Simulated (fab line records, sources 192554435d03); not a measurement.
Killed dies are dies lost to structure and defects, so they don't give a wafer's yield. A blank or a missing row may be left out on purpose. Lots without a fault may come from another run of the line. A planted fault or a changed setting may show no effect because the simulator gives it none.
fab line records | flow n5_finfet
record lots=4 wafers=12 last_day=17
route steps=1938 shown MOL_CONTACT_COAG@546 PASSIVATION@1936
lots that met no fault: from a run of the same line without faults
start_h: hours from the record's first day to the start of the lot's first wafer shown | wait_h: hours since the lot's step before | " the same as in the row above | L1.1+2: a row that stands for several wafers | - no value, or no start given | * or withheld: withheld | < > ~ a bound
route shown NAME@n: a module of which the file shows steps, and the number in the route of the first | usual: mean/standard deviation of fault-free wafers | same: alike in all rows | chamber/n: place in a boat | sites: the reading at each site | _std_site: their standard deviation | _edge_site: outer sites' mean less inner sites' | radius_mm: how far each site lies from the wafer's centre | mask NAME#n: copy n | behind: the tool/chamber that last shaped the wafer | hold: why the lot was held/for how many hours/how that ended | device: the transistor (n, p or np) that didn't switch | end of line: the same wafers' tests at the end of the route | a step without rows: its recipe alone | killed: dies lost to structure and defects at the first sort, not the wafer's yield | map: a wafer's dies, x killed, . not, _ none there
set.NAME: the setting as run; set.NAME@STEP: as run at that earlier step | model.NAME: the simulator's own value behind a step, which no gauge read
lots at some steps of the route; a table a step, a row a wafer
## steps
# step N5_MOL_CONTACT_COAG_PRE_CLEAN_141
# recipe gas=H2/He time_s=60 temp_c=300
# step N5_MOL_CONTACT_COAG_SPUTTER_143
# recipe material=Co target_thk_a=25 temp_c=25 chamber_pressure_pa=0.2
# step N5_MOL_CONTACT_COAG_CO_FILL_22
# recipe material=Co target_thk_a=200 temp_c=200 precursor=CCTBA/H2 pressure_torr=30
# step N5_MOL_CONTACT_COAG_ANNEAL_113
# recipe temp_c=400 time_s=300 ambient=H2/N2
# step N5_MOL_CONTACT_COAG_PRE_CLEAN_142
# recipe gas=H2/He time_s=60 temp_c=300
# step N5_MOL_CONTACT_COAG_SPUTTER_130
# recipe material=Co target_thk_a=475 temp_c=25 chamber_pressure_pa=0.5 power_w=3000
# step N5_MOL_CONTACT_COAG_PRECLEAN_125
# recipe chemistry=DIW time_s=57.5 temp_c=23
# step N5_MOL_CONTACT_COAG_SRD_126
# recipe dry_time_s=32 dry=n2_spin spin_rpm=1500
# step N5_MOL_CONTACT_COAG_CMP_23
# recipe stop_on=SiO2 t_overpolish_s=1.5 post_cmp_clean=cu_alkaline down_force_psi=2 platen_rpm=50.289 pad_velocity_m_s=1.0006 target_thk_nm=0
# step N5_MOL_CONTACT_COAG_WET_ETCH_26
# recipe target=Co target_depth_nm=13
# step N5_MOL_CONTACT_COAG_WET_ETCH_116
# recipe chemistry=SC1-inhibited target_depth_nm=4.6 dry=ipa_marangoni rinse_time_s=30 rinse_temp_c=23
# columns lot.wafer tool chamber start_h wait_h
L312.1+2+6 wet_bench-01 5,7,4 125.08 0.0
L321.2+4+5 wet_bench-06 4,3,7 180.85 0.0
L324.2+3+6 wet_bench-01 2,1,7 187.33 0.0
L326.1+2+5 wet_bench-01 7,0,6 202.37 0.0
# step N5_MOL_CONTACT_COAG_ALD_27
# recipe material=SiOC target_thk_a=170 temp_c=400 ald_precursor_family=carbosiloxane ald_co_reactant=H2-plasma pulse_time_s=1.5 time_s=2720 purge_time_s=2 co_reactant_purge_time_s=2 ald_cycles=340 pressure_torr=2
# step N5_MOL_CONTACT_COAG_CMP_28
# recipe stop_on=SiNx t_overpolish_s=0.85 post_cmp_clean=alkaline_brush down_force_psi=4.15 platen_rpm=51.8 pad_velocity_m_s=1.0307 target_thk_nm=14.522
# step N5_MOL_CONTACT_COAG_ALD_123
# recipe material=SiNx target_thk_a=50 temp_c=400 ald_precursor_family=SiH2I2 ald_co_reactant=N2/H2-plasma pulse_time_s=1 purge_time_s=2 co_reactant_purge_time_s=2 ald_cycles=100 pressure_torr=2
# step N5_MOL_CONTACT_COAG_PECVD_31
# recipe material=SiO2 target_thk_a=460 temp_c=400 precursor=TEOS/O2 pressure_torr=6.5 rf_w=withheld teos_flow_sccm=withheld gas=O2 flow_sccm=2650 time_s=8.9
# step N5_MOL_CONTACT_COAG_COAT_75
# recipe resist=SOC temp_c=250 time_s=60 spin_rpm=1500 resist_thk_nm=60
# step N5_MOL_CONTACT_COAG_COAT_76
# recipe resist=SiARC temp_c=220 time_s=60 spin_rpm=1500 resist_thk_nm=10
# step N5_MOL_CONTACT_COAG_COAT_77
# recipe resist=underlayer temp_c=205 time_s=60 spin_rpm=1500 resist_thk_nm=10
# step N5_MOL_CONTACT_COAG_COAT_78
# recipe resist=CAR-EUV spin_rpm=1500 resist_thk_nm=40
# step N5_MOL_CONTACT_COAG_EBR_80
# recipe solvent=PGMEA ebr_width_mm=1.5
# step N5_MOL_CONTACT_COAG_SOFTBAKE_79
# recipe temp_c=110 time_s=60 resist=CAR-EUV
# step N5_MOL_CONTACT_COAG_EXPOSE_81
# recipe mask_id=VG na=0.33 source_shape=annular sigma_inner=0.3 sigma_outer=0.7 polarization=unpolarized defocus_nm=0 dose_mj=59.5
# step N5_MOL_CONTACT_COAG_PEB_82
# recipe peb_temp_c=100 peb_time_s=60 resist=CAR-EUV
# step N5_MOL_CONTACT_COAG_DEVELOP_83
# recipe develop_time_s=30 developer=TMAH resist=CAR-EUV rinse_liquid=surfactant_rinse dry=air_spin dev_temp_c=23
# step N5_MOL_CONTACT_COAG_DESCUM_88
# recipe chemistry=O2 time_s=7 source_power_w=50 bias_power_w=20 pressure_mtorr=20 rf_frequency_hz=2.712e+07 temp_c=40 resist=CAR-EUV o2_flow_sccm=225
# step N5_MOL_CONTACT_COAG_ETCH_89
# recipe chemistry=N2/H2 target=underlayer target_depth_a=130 mask_material=CAR-EUV time_s=10.4 ion_energy_ev=200 pressure_mtorr=30 source_w=840 bias_w=150 n2_flow_sccm=200 h2_flow_sccm=200 ends=cleared
# step N5_MOL_CONTACT_COAG_ETCH_90
# recipe chemistry=CF4 target=SiARC target_depth_a=130 mask_material=CAR-EUV time_s=21.7 ion_energy_ev=80 pressure_mtorr=40 source_w=545 bias_w=36 Ar_flow_sccm=100 cf4_flow_sccm=100 ends=cleared
# step N5_MOL_CONTACT_COAG_ALD_131
# recipe material=SiO2 target_thk_a=50 temp_c=100 ald_precursor_family=BDEAS ald_co_reactant=O2-plasma pulse_time_s=1 co_reactant_pulse_time_s=1 purge_time_s=2 co_reactant_purge_time_s=2 ald_cycles=35 pressure_torr=2
# step N5_MOL_CONTACT_COAG_ETCHBACK_132
# recipe chemistry=CHF3 target=SiO2 target_depth_a=100 time_s=6.7 ion_energy_ev=200 pressure_mtorr=30 source_w=610 bias_w=170 Ar_flow_sccm=200 CHF3_flow_sccm=50
# step N5_MOL_CONTACT_COAG_ETCH_91
# recipe chemistry=N2/H2 target=SOC target_depth_a=600 overetch_a=210 mask_material=SiARC temp_c=40 time_s=101.2 ion_energy_ev=200 pressure_mtorr=30 source_w=840 bias_w=150 n2_flow_sccm=200 h2_flow_sccm=200
# step N5_MOL_CONTACT_COAG_STRIP_92
# recipe chemistry=N2/H2 temp_c=40 n2_flow_sccm=200 h2_flow_sccm=200 rf_frequency_hz=6e+07
# step N5_MOL_CONTACT_COAG_STRIP_93
# recipe chemistry=N2/H2 temp_c=40 n2_flow_sccm=200 h2_flow_sccm=200 rf_frequency_hz=6e+07
# step N5_MOL_CONTACT_COAG_ETCHBACK_135
# recipe chemistry=CHF3 target=SiO2 target_depth_a=250 time_s=16.7 ion_energy_ev=200 pressure_mtorr=30 source_w=610 bias_w=170 Ar_flow_sccm=200 CHF3_flow_sccm=50
# step N5_MOL_CONTACT_COAG_STRIP_118
# recipe chemistry=CHF3 resist=SiARC rf_frequency_hz=6e+07
# step N5_MOL_CONTACT_COAG_VIA_ETCH_46
# recipe chemistry=C4F6/O2 target_depth_a=460 overetch_a=92 mask_material=SOC target=SiO2 bias_w=455 pressure_mtorr=10 time_s=40 source_w=325 Ar_flow_sccm=300 C4F6_flow_sccm=10 O2_flow_sccm=10 ion_energy_ev=575.3 ends=end_point
# step N5_MOL_CONTACT_COAG_STRIP_96
# recipe chemistry=N2/H2 power_w=500 temp_c=40 pressure_mtorr=50 rf_frequency_hz=6e+07 overash_fraction=0.3 bias_power_w=28 h2_frac=0.5 n2_flow_sccm=300 h2_flow_sccm=300
# step N5_PASSIVATION_PROBE_49
# usual defect_limited_yield=91.7/1.5 killed_at_M0_to_M3=32/10 killed_at_M4_up=14/5.3 killed_at_contacts=13/5.7 killed_at_front_end=37/10 killed_at_other=3.3/2.5 killed_dies=98/18 killed_on_rim=13/3.6 killed_open=65/13 killed_short=31/7.5 sort_bin_5_function=4.9/0.91 sort_bin_6_memory=3.1/0.71 sort_n_pass=1082/18 sort_yield_pct=91.7/1.5
# same gross_dies=1180 killed_at_back_side=0 sort_bin_4_leakage[%]=0 sort_bin_8_speed[%]=0
# columns lot.wafer tool chamber start_h wait_h defect_limited_yield[%] killed_at_M0_to_M3 killed_at_M4_up killed_at_contacts killed_at_front_end killed_at_other killed_dies killed_on_rim killed_open killed_short sort_bin_5_function[%] sort_bin_6_memory[%] sort_n_pass sort_yield_pct[%]
L324.6 prober-01 - 397.75 0.3 80.3 26 12 160 35 0 233 13 55 28 11.4 4.5 947 80.3
L326.1 prober-02 - 398.97 0.0 81.6 32 8 156 16 5 217 8 48 26 10.8 4.3 963 81.6
# killed by level:class
L324.6 MOL_CONTACT_COAG:unspecified=148 FIN_SAQP:geometric_particle:open=10 BEOL_M2:geometric_particle:open=9 MOL_CONTACT_COAG:geometric_particle:open=8 BEOL_M3:geometric_particle:open=6 FIN_SAQP:geometric_particle:short=5 MOL_CONTACT_COAG:geometric_particle:short=4 STARTING-WAFER:geometric_particle:short=4
L326.1 MOL_CONTACT_COAG:unspecified=143 MOL_CONTACT_COAG:geometric_particle:open=10 BEOL_M0_SAQP:geometric_particle:open=10 BEOL_M0_SAQP:geometric_particle:short=9 STI_FIN_REVEAL:geometric_particle:open=7 BEOL_M2:geometric_particle:open=6 MOL_CONTACT_COAG:geometric_particle:short=3 BEOL_M1:geometric_particle:open=3
# map L324.6 (x killed, . not)
_________________............________________
______________........x...x....._____________
___________........................__________
__________.......x.................._________
________.x..x...............xx.x....x._______
_______.x........................x..x..______
______.............x.............x......_____
_____.........x.x...x...........x........____
____.x.....x........x................x....___
___............x...........................__
___..x...............x..xx...............x.__
__.x.x.............xxxxxx.x................._
__.......xx........xxxxxxxxxx..............._
_.....x......x.x.xxxxxxxxxxxx........x...x...
_...x...........xxxxxxxxxxxxx.x..............
_...x...........xxxxxxxxxxxxxx...x...........
_..............xxxxxxxxxxxxx...x.............
_.x...........x.x.xxxxxxxxxxxxx..............
_x...x.........xxxxxxxxxxxxxxx...............
_................xxxxxxxxxxxxx...............
_..............x.xxxxxxxxxxxx............x...
__.....x..........xxxxxxxxxxx.x....x........_
__..............x.xxx.xx.xx...x......xx....._
___......x.......x...x.....x..x.....x......__
___x......................x........x.......__
____.....x............x..........x...x.xx.___
_____..............x...x...x.........xx..____
______....................xx............_____
_______................................______
________.............x..x............x_______
__________..................x..x.x.._________
___________............x....x....x.__________
______________..x..x.x...x..x.x._____________
_________________............________________
# map L326.1 (x killed, . not)
_________________............________________
______________x................._____________
___________......................x.__________
__________.........x................_________
________.........x......x...x...x....._______
_______.........................x..x...______
______...x.....xx......x................_____
_____........x...............x....x......____
____x.....................................___
___...............x......................x.__
___..................x.........x...........__
__..............x.xx.x.xx..................._
__..............x.xxxxxxx.xxxx...x.........._
_................xxxxxxxxxxx.................
_...........xx...xxxxxxxxxxxxx..x............
_....x....x.x..xxxxxxxxxxxxxxx...........x.x.
_.............x..xxxxxxxxxxxxxx..............
_...x........x.xxxxxxxxxxxxxxxx..........x...
_............x..xxxxxxxxxxxxx.xx.............
_.............xxx.xxxxxxxxxxxx...x.....x.x...
_...........x.....xxxxxxxxxxx.x.........x....
__...............xxxxxxxxxxx.....x......x..._
__...............x...xxxxx....x....x.......x_
___..............x..x.x...........x........__
___.....x........x.......................x.__
____....x..................x.x............___
_____....................x..........x....____
______.............x..x..x.............._____
_______....x.......x............x......______
________.....x.........x..x..x........_______
__________..x...............x.....x._________
___________......................x.__________
______________.................._____________
_________________............________________
## key
first_sign step=N5_PASSIVATION_PROBE_49 reading=killed_at_contacts direction=up sigmas=25 usual=13 struck=158
effect step=N5_PASSIVATION_PROBE_49 reading=defect_limited_yield direction=down sigmas=7.2 usual=91.7 struck=80.9
more_kills_born_at N5_MOL_CONTACT_COAG_WET_ETCH_116@wet_bench-01=291
met_at N5_MOL_CONTACT_COAG_WET_ETCH_116
struck_wafers L324.6,L326.1
onset_between 125.08 187.33
fault kind=chamber_particle_source tool=wet_bench-01 chamber=7 onset_h=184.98 steps=N5_MOL_CONTACT_COAG_WET_ETCH_116 rate_per_visit_cm2=1.5948 end_h=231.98
